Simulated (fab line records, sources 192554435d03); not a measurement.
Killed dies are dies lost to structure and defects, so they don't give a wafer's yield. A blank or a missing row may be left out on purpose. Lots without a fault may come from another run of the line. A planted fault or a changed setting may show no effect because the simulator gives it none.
fab line records | flow n5_finfet
record lots=9 wafers=27 last_day=19
route steps=1938 shown BEOL_M3@948 BEOL_M4@1111
lots that met no fault: from a run of the same line without faults
start_h: hours from the record's first day to the start of the lot's first wafer shown | wait_h: hours since the lot's step before | " the same as in the row above | L1.1+2: a row that stands for several wafers | - no value, or no start given | * or withheld: withheld | < > ~ a bound
route shown NAME@n: a module of which the file shows steps, and the number in the route of the first | usual: mean/standard deviation of fault-free wafers | same: alike in all rows | chamber/n: place in a boat | sites: the reading at each site | _std_site: their standard deviation | _edge_site: outer sites' mean less inner sites' | radius_mm: how far each site lies from the wafer's centre | mask NAME#n: copy n | behind: the tool/chamber that last shaped the wafer | hold: why the lot was held/for how many hours/how that ended | device: the transistor (n, p or np) that didn't switch | end of line: the same wafers' tests at the end of the route | a step without rows: its recipe alone | killed: dies lost to structure and defects at the first sort, not the wafer's yield | map: a wafer's dies, x killed, . not, _ none there
set.NAME: the setting as run; set.NAME@STEP: as run at that earlier step | model.NAME: the simulator's own value behind a step, which no gauge read
steps of the route over a sample of lots; a table a step, a row a wafer
services: from which hour (start_h, from the record's first day; less than 0 if before it) a tool's chamber was out of use, for how many hours, and why
## steps
# step N5_BEOL_M3_ETCH_74
# recipe chemistry=N2/H2 target=underlayer target_depth_a=65 mask_material=CAR-EUV time_s=5.2 ion_energy_ev=200 pressure_mtorr=30 source_w=840 bias_w=150 n2_flow_sccm=200 h2_flow_sccm=200 ends=cleared
# usual drypump_motor_current_A=5.8/0.48 etch_rf_on_time_s=5.16/0.12 oes_product_au=0.68/0.072 rf_vpp_V=523/3.3 showerhead_plenum_p_Torr=2.52/0.11 throttle_valve_pct=17.99/0.23
# columns lot.wafer tool chamber start_h wait_h drypump_motor_current_A etch_rf_on_time_s oes_product_au rf_hours_counter_h rf_vpp_V showerhead_plenum_p_Torr throttle_valve_pct
L665.1 rie_diel-05 1 193.43 0.0 5.6 5.39 0.58 225 527 2.63 18.08
L665.4 " 2 " " 6.0 5.16 0.65 - 526 2.66 18.34
L665.5 " 1 " " 5.6 5.37 0.57 - 527 2.63 18.05
L666.1 rie_diel-06 2 199.17 0.0 6.1 5.30 0.78 18 528 2.60 17.88
L666.3 " 0 " " 5.2 5.00 0.67 128 518 2.35 18.08
L666.4 " 3 " " 6.0 5.21 0.61 204 520 2.40 18.04
L669.1 rie_diel-06 3 221.76 0.0 6.0 5.33 0.60 210 520 2.40 18.08
L669.3 " 2 " " 6.1 5.42 0.76 26 523 2.60 17.92
L669.4 " 1 " " 6.5 5.13 0.63 185 523 2.51 18.17
L670.3 rie_diel-06 0 227.20 0.0 5.3 5.00 0.66 140 521 2.35 18.13
L670.4 " 3 " " 6.0 5.20 0.60 212 522 2.40 18.05
L670.6 " 0 " " 5.3 5.00 0.66 - 516 2.35 18.12
L673.2 rie_diel-06 1 248.65 0.0 6.5 5.02 0.63 193 523 2.51 18.18
L673.3 " 0 " " 5.3 5.01 0.65 147 516 2.34 18.10
L673.4 " 2 " " 6.1 5.33 0.75 34 526 2.59 17.93
L676.1 rie_diel-05 2 270.31 0.0 6.0 5.18 0.63 169 528 2.65 18.39
L676.3 " 3 " " 5.2 5.27 0.60 232 522 2.51 17.73
L676.6 " 0 " " 5.8 5.16 0.79 - 524 2.48 17.78
L680.1 rie_diel-06 1 283.35 0.0 6.5 5.08 0.63 206 523 2.50 18.20
L680.2 " 3 " " 6.0 5.30 0.59 228 520 2.39 18.08
L680.6 " 0 " " 5.2 5.10 0.64 - 515 2.34 18.13
L682.1 rie_diel-02 3 296.26 0.0 5.3 5.04 0.73 76 525 2.57 18.24
L682.2 " 0 " " 6.1 5.01 0.78 22 523 2.61 17.42
L682.5 " 1 " " 6.5 5.16 0.71 - 530 2.70 17.88
L685.2 rie_diel-02 2 313.21 0.0 5.3 5.09 0.65 160 520 2.43 17.90
L685.3 " 3 " " 5.3 5.06 0.72 81 525 2.57 18.24
L685.6 " 2 " " 5.3 5.08 0.65 - 521 2.43 17.90
# step N5_BEOL_M3_OVL_MEAS_29
# recipe points_per_wafer=522
# usual V2_OVL=0.0/0.58
# columns lot.wafer tool chamber start_h wait_h V2_OVL[nm]
L665.1 overlay-02 0 194.46 0.0 0.4
L665.4 " 0 " " 0.8
L665.5 " 0 " " 1.0
L666.1 overlay-01 0 199.93 0.0 0.9
L666.3 " 0 " " 1.4
L666.4 " 0 " " -0.2
L669.1 overlay-02 0 222.65 0.0 -0.3
L669.3 " 0 " " -0.8
L669.4 " 0 " " -0.4
L670.3 overlay-02 0 228.18 0.0 -0.6
L670.4 " 0 " " 0.3
L670.6 " 0 " " -0.8
L673.2 overlay-02 0 249.42 0.0 0.4
L673.3 " 0 " " 1.2
L673.4 " 0 " " 0.7
L676.1 overlay-02 0 271.05 0.0 0.3
L676.3 " 0 " " -0.5
L676.6 " 0 " " -0.2
L680.1 overlay-01 0 284.22 0.0 0.6
L680.2 " 0 " " 0.5
L680.6 " 0 " " -0.5
L682.1 overlay-02 0 297.01 0.0 0.1
L682.2 " 0 " " 1.3
L682.5 " 0 " " -0.5
L685.2 overlay-02 0 314.08 0.0 0.1
L685.3 " 0 " " 0.8
L685.6 " 0 " " 0.6
# step N5_BEOL_M3_ETCHBACK_99
# recipe chemistry=CHF3 target=SiO2 target_depth_a=50 time_s=10.4 source_w=215 bias_w=47 Ar_flow_sccm=200 CHF3_flow_sccm=12 ion_energy_ev=100 pressure_mtorr=30
# usual drypump_motor_current_A=5.7/0.48 oes_product_au=0.82/0.096 rf_vpp_V=243/3.7 showerhead_plenum_p_Torr=2.16/0.076 throttle_valve_pct=17.07/0.27
# columns lot.wafer tool chamber start_h wait_h drypump_motor_current_A oes_product_au rf_hours_counter_h rf_vpp_V showerhead_plenum_p_Torr throttle_valve_pct
L665.1 rie_diel-02 3 198.06 3.2 5.2 0.90 41 242 2.19 17.27
L665.4 " 1 " " 6.6 0.90 26 248 2.27 16.81
L665.5 " 0 " " 6.2 0.70 - 241 2.22 16.95
L666.1 rie_diel-06 3 201.54 1.3 6.0 0.69 204 249 2.06 17.42
L666.3 " 2 " " 6.1 0.91 18 244 2.19 17.09
L666.4 " 0 " " 5.3 0.77 129 240 1.98 17.29
L669.1 rie_diel-05 2 227.01 4.1 6.0 0.75 153 239 2.24 17.52
L669.3 " 1 " " 5.6 0.67 236 243 2.22 17.16
L669.4 " 3 " " 5.2 0.70 216 243 2.12 16.84
L670.3 rie_diel-06 3 234.61 5.8 6.0 0.69 215 250 2.06 17.44
L670.4 " 2 " " 6.1 0.89 30 244 2.18 17.09
L670.6 " 3 " " 6.0 0.70 - 249 2.06 17.44
L673.2 rie_diel-05 0 251.26 1.5 5.8 0.93 16 241 2.12 16.97
L673.3 " 3 " " 5.1 0.70 225 243 2.12 16.87
L673.4 " 1 " " 5.6 0.66 246 242 2.21 17.18
L676.1 rie_diel-05 2 286.89 15.5 6.0 0.73 175 237 2.24 17.58
L676.3 " 1 " " 5.7 1.00 0 241 2.21 16.76
L676.6 " 0 " " 5.8 0.90 - 242 2.12 17.00
L680.1 rie_diel-05 0 291.56 7.1 5.8 0.90 30 239 2.11 17.00
L680.2 " 3 " " 5.1 0.68 240 242 2.11 16.88
L680.6 " 1 " " 5.7 1.00 - 242 2.21 16.76
L682.1 rie_diel-02 1 303.40 5.4 6.5 0.83 64 249 2.26 16.89
L682.2 " 0 " " 6.1 0.89 24 241 2.21 16.51
L682.5 " 1 " " 6.6 0.83 - 249 2.26 16.89
L685.2 rie_diel-02 1 316.83 2.5 6.5 0.83 67 249 2.26 16.90
L685.3 " 2 " " 5.3 0.76 161 248 2.07 17.20
L685.6 " 1 " " 6.5 0.83 - 249 2.26 16.89
# step N5_BEOL_M3_VIA_ETCH_34
# recipe chemistry=C4F6/O2 target_depth_a=694 mask_material=SOC pressure_mtorr=15 ion_energy_ev=250 taper_deg=4 time_s=65.9 source_w=350 bias_w=170 Ar_flow_sccm=300 C4F6_flow_sccm=10 O2_flow_sccm=10
# usual C4F6_flow_sccm=9.998/0.027 drypump_motor_current_A=5.7/0.48 oes_product_au=0.82/0.095 rf_vpp_V=673/9.8 showerhead_plenum_p_Torr=2.86/0.096 throttle_valve_pct=30.8/0.32
# columns lot.wafer tool chamber start_h wait_h C4F6_flow_sccm drypump_motor_current_A oes_product_au rf_hours_counter_h rf_vpp_V showerhead_plenum_p_Torr throttle_valve_pct
L665.1 rie_diel-02 3 198.20 0.0 10.081 5.2 0.90 41 667 2.89 31.3
L665.4 " 1 " " 10.026 6.5 0.89 26 687 3.00 30.5
L665.5 " 0 " " 10.025 6.1 0.69 - 666 2.92 30.6
L666.1 rie_diel-06 3 201.68 0.0 9.994 6.0 0.71 204 688 2.72 31.1
L666.3 " 2 " " 10.023 6.1 0.91 18 675 2.88 30.8
L666.4 " 0 " " 9.981 5.3 0.76 129 663 2.62 31.0
L669.1 rie_diel-05 2 227.15 0.0 9.957 6.0 0.75 153 660 2.96 31.2
L669.3 " 1 " " 9.984 5.7 0.67 237 670 2.92 30.9
L669.4 " 3 " " 9.980 5.1 0.70 216 672 2.81 30.3
L670.3 rie_diel-06 3 234.75 0.0 9.952 6.0 0.70 215 688 2.72 31.1
L670.4 " 2 " " 10.015 6.1 0.89 30 675 2.88 30.8
L670.6 " 3 " " 9.989 6.0 0.69 - 689 2.72 31.1
L673.2 rie_diel-05 0 251.40 0.0 9.994 5.8 0.93 16 666 2.80 31.0
L673.3 " 3 " " 10.018 5.1 0.69 225 670 2.80 30.3
L673.4 " 1 " " 10.007 5.7 0.66 246 668 2.92 30.9
L676.1 rie_diel-05 2 287.03 0.0 9.965 6.0 0.74 175 658 2.95 31.2
L676.3 " 1 " " 9.997 5.6 1.32 0 668 2.92 30.8
L676.6 " 0 " " 10.006 5.8 1.18 - 665 2.79 31.1
L680.1 rie_diel-05 0 291.70 0.0 9.992 5.8 0.90 30 665 2.79 31.0
L680.2 " 3 " " 9.980 5.2 0.68 240 672 2.80 30.4
L680.6 " 1 " " 10.000 5.7 1.29 - 669 2.92 30.8
L682.1 rie_diel-02 1 303.54 0.0 9.949 6.5 0.83 64 686 2.98 30.6
L682.2 " 0 " " 9.997 6.2 0.91 24 666 2.91 30.3
L682.5 " 1 " " 9.996 6.6 0.84 - 686 2.98 30.5
L685.2 rie_diel-02 1 316.97 0.0 9.990 6.5 0.82 67 687 2.98 30.5
L685.3 " 2 " " 10.036 5.3 0.77 161 684 2.74 30.9
L685.6 " 1 " " 9.972 6.5 0.83 - 687 2.98 30.5
# step N5_BEOL_M4_RC_MEAS_101
# usual DIBL_N=35.8/1.7 DIBL_P=35.3/2 IOFF_N=0.150/0.026 IOFF_P=0.194/0.029 ION_N=667/11 ION_P=456/7.1 SS_N=71.4/0.65 SS_P=73.1/0.64 VT_N=251/3 VT_P=-252/3.2
# columns lot.wafer tool chamber start_h wait_h DIBL_N[mV/V] DIBL_P[mV/V] IOFF_N[nA/um] IOFF_P[nA/um] ION_N[uA/um] ION_P[uA/um] SS_N[mV/dec] SS_P[mV/dec] VT_N[mV] VT_P[mV]
L665.1 prober-02 0 239.13 0.0 36.3 39.2 0.181 0.208 679 459 71.7 73.6 248 -252
L665.4 " 0 " " 35.5 38.0 0.148 0.189 659 453 72.0 73.9 249 -253
L665.5 " 0 " " 35.1 37.0 0.158 0.186 675 458 71.8 72.7 252 -253
L666.1 prober-02 0 244.26 0.0 36.4 35.5 0.157 0.188 673 457 71.0 72.8 251 -249
L666.3 " 0 " " 37.6 37.3 0.187 0.220 688 463 71.5 73.7 246 -249
L666.4 " 0 " " 34.9 33.0 0.123 0.159 658 450 70.8 73.2 256 -253
L669.1 prober-02 0 269.99 0.0 34.0 35.8 0.141 0.208 676 468 70.9 72.7 250 -249
L669.3 " 0 " " 32.6 33.2 0.123 0.172 667 458 70.8 71.9 251 -251
L669.4 " 0 " " 36.1 38.3 0.184 0.250 680 468 71.3 73.2 247 -243
L670.3 prober-01 0 273.25 0.3 36.8 35.8 0.160 0.220 670 466 71.6 73.3 251 -246
L670.4 " 0 " " 36.0 34.6 0.148 0.216 672 463 71.1 73.3 250 -245
L670.6 " 0 " " 36.3 36.0 0.154 0.232 666 463 71.7 73.3 250 -246
L673.2 prober-02 0 286.73 0.2 37.4 38.0 0.163 0.246 681 466 70.8 73.6 250 -247
L673.3 " 0 " " 32.9 32.1 0.104 0.162 668 461 70.4 72.0 254 -252
L673.4 " 0 " " 36.3 35.2 0.139 0.201 664 467 70.6 72.2 253 -251
L676.1 prober-01 0 317.67 0.0 38.3 35.3 0.186 0.213 669 456 72.2 73.8 247 -252
L676.3 " 0 " " 36.9 34.6 0.161 0.204 677 466 71.9 73.9 249 -251
L676.6 " 0 " " 37.8 34.8 0.171 0.199 688 464 72.1 73.1 248 -250
L680.1 prober-02 0 327.20 0.0 36.4 34.8 0.156 0.168 648 436 72.4 73.4 254 -253
L680.2 " 0 " " 35.6 34.5 0.137 0.160 665 450 71.5 73.4 251 -254
L680.6 " 0 " " 38.0 37.2 0.190 0.194 679 455 72.3 74.3 248 -253
L682.1 prober-01 0 338.72 0.0 33.6 33.6 0.139 0.173 664 454 70.7 72.6 250 -253
L682.2 " 0 " " 33.7 32.3 0.123 0.147 652 452 70.9 71.9 254 -257
L682.5 " 0 " " 33.3 32.0 0.122 0.149 652 445 70.9 72.5 251 -256
L685.2 prober-02 0 349.58 0.2 36.4 37.8 0.167 0.192 676 457 71.4 73.8 247 -252
L685.3 " 0 " " 32.1 30.6 0.103 0.114 649 443 70.6 71.6 255 -260
L685.6 " 0 " " 38.1 38.0 0.195 0.186 674 452 72.7 73.5 247 -255
## services
# columns tool chamber start_h hours kind
rie_diel-06 3 177.16 1.4 repair
rie_diel-05 0 186.26 - clean
rie_diel-05 0 186.26 - consumable_replace:focus_ring
rie_diel-05 0 186.26 17.9 scheduled_down
rie_diel-05 0 186.26 17.9 vent_cycle
rie_diel-06 1 192.14 6.6 repair
rie_diel-02 0 198.85 - clean
rie_diel-02 0 198.85 - consumable_replace:focus_ring
rie_diel-02 0 198.85 22.0 scheduled_down
rie_diel-02 0 198.85 22.0 vent_cycle
rie_diel-06 3 210.04 5.9 repair
rie_diel-05 - 215.11 2.8 pm
rie_diel-05 1 264.80 - clean
rie_diel-05 1 264.80 - consumable_replace:focus_ring
rie_diel-05 1 264.80 21.0 scheduled_down
rie_diel-05 1 264.80 21.0 vent_cycle
rie_diel-06 - 299.45 1.1 repair
rie_diel-05 2 308.01 10.4 repair
## key
first_sign step=N5_BEOL_M3_VIA_ETCH_34 reading=oes_product_au direction=up sigmas=4.7 usual=0.82 struck=1.26
effect none on later readings
met_at N5_BEOL_M3_VIA_ETCH_34
struck_lots L676,L680
struck_wafers L676.3,L676.6,L680.6
not_acting_at N5_BEOL_M3_ETCH_74,N5_BEOL_M3_OVL_MEAS_29,N5_BEOL_M3_ETCHBACK_99
onset_between 251.40 287.03
fault kind=process_parameter_drift tool=rie_diel-05 chamber=- onset_h=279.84 steps=N5_BEOL_M3_VIA_ETCH_34 channel=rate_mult offset=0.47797 shape=step end_h=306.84 scope=struck_wafers_only
